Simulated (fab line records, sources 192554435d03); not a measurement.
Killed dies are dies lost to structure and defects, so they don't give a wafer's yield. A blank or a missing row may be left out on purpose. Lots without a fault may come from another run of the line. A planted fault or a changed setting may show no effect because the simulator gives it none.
Chamber matching | flow n5_finfet | N5_SD_EPI_P_ETCH_37 on rie_diel-02: 3 sister chambers
The step etches SOC in N2/H2, overetch 108 nm, time 486 s. 19 wafers are shown with their chamber, then 8 later ones without.

WAFERS WITH THEIR CHAMBER
wafer  | chamber | drypump_motor_current_A (A) | showerhead_plenum_p_Torr (Torr) | throttle_valve_pct (%)
L076.1 | 3       | 4.8                         | 2.54                            | 24.02
L076.3 | 0       | 6.0                         | 2.53                            | 24.30
L076.5 | 0       | 6.0                         | 2.53                            | 24.32
L077.1 | 0       | 6.0                         | 2.53                            | 24.34
L077.5 | 0       | 6.0                         | 2.53                            | 24.33
L077.6 | 3       | 4.8                         | 2.54                            | 24.03
L081.1 | 3       | 4.8                         | 2.54                            | 24.02
L081.2 | 0       | 6.0                         | 2.52                            | 24.34
L081.5 | 0       | 6.0                         | 2.52                            | 24.35
L082.2 | 3       | 4.7                         | 2.54                            | 24.02
L082.4 | 0       | 6.0                         | 2.52                            | 24.34
L082.5 | 3       | 4.8                         | 2.54                            | 24.02
L084.1 | 0       | 6.0                         | 2.52                            | 24.35
L084.4 | 3       | 4.8                         | 2.54                            | 24.03
L084.5 | 0       | 6.0                         | 2.52                            | 24.34
L085.2 | 3       | 4.8                         | 2.54                            | 24.04
L085.5 | 1       | 5.9                         | 2.40                            | 23.72
L085.6 | 0       | 6.0                         | 2.52                            | 24.35
L087.3 | 1       | 5.9                         | 2.40                            | 23.70

SIGNATURES (means of the wafers above)
reading                  | chamber 0 | chamber 1 | chamber 3 | scatter within a chamber
drypump_motor_current_A  | 6.000     | 5.900     | 4.786     | 0.0231
showerhead_plenum_p_Torr | 2.5240    | 2.4000    | 2.5400    | 0.00387
throttle_valve_pct       | 24.3360   | 23.7100   | 24.0257   | 0.0133
Rule: a wafer's distance from a chamber is the root of the sum, over the readings, of the square of ((its reading less the chamber's mean) divided by the reading's scatter). The wafer belongs to the nearest chamber; if the next one is less than 2 further off, it can't be placed. The scatter: the root of (the sum of the squares of (reading less its chamber's mean) over the shown wafers, divided by (wafers less chambers)).

WAFERS WITHOUT THEIR CHAMBER
wafer  | drypump_motor_current_A (A) | showerhead_plenum_p_Torr (Torr) | throttle_valve_pct (%)
L087.6 | 5.9                         | 2.40                            | 23.71
L090.1 | 6.0                         | 2.52                            | 24.34
L090.4 | 4.8                         | 2.53                            | 24.04
L090.5 | 6.0                         | 2.52                            | 24.35
L092.1 | 4.8                         | 2.53                            | 24.03
L092.5 | 6.0                         | 2.51                            | 24.37
L095.5 | 4.8                         | 2.53                            | 24.05
L095.6 | 6.0                         | 2.51                            | 24.37

WHICH CHAMBER EACH WENT THROUGH
wafer  | from the rows above | in truth
L087.6 | 1                   | 1
L090.1 | 0                   | 0
L090.4 | 3                   | 3
L090.5 | 0                   | 0
L092.1 | 3                   | 3
L092.5 | 0                   | 0
L095.5 | 3                   | 3
L095.6 | 0                   | 0
Placed correctly: 8 of 8. Can't be placed from these rows: 0. Placed wrongly: 0.
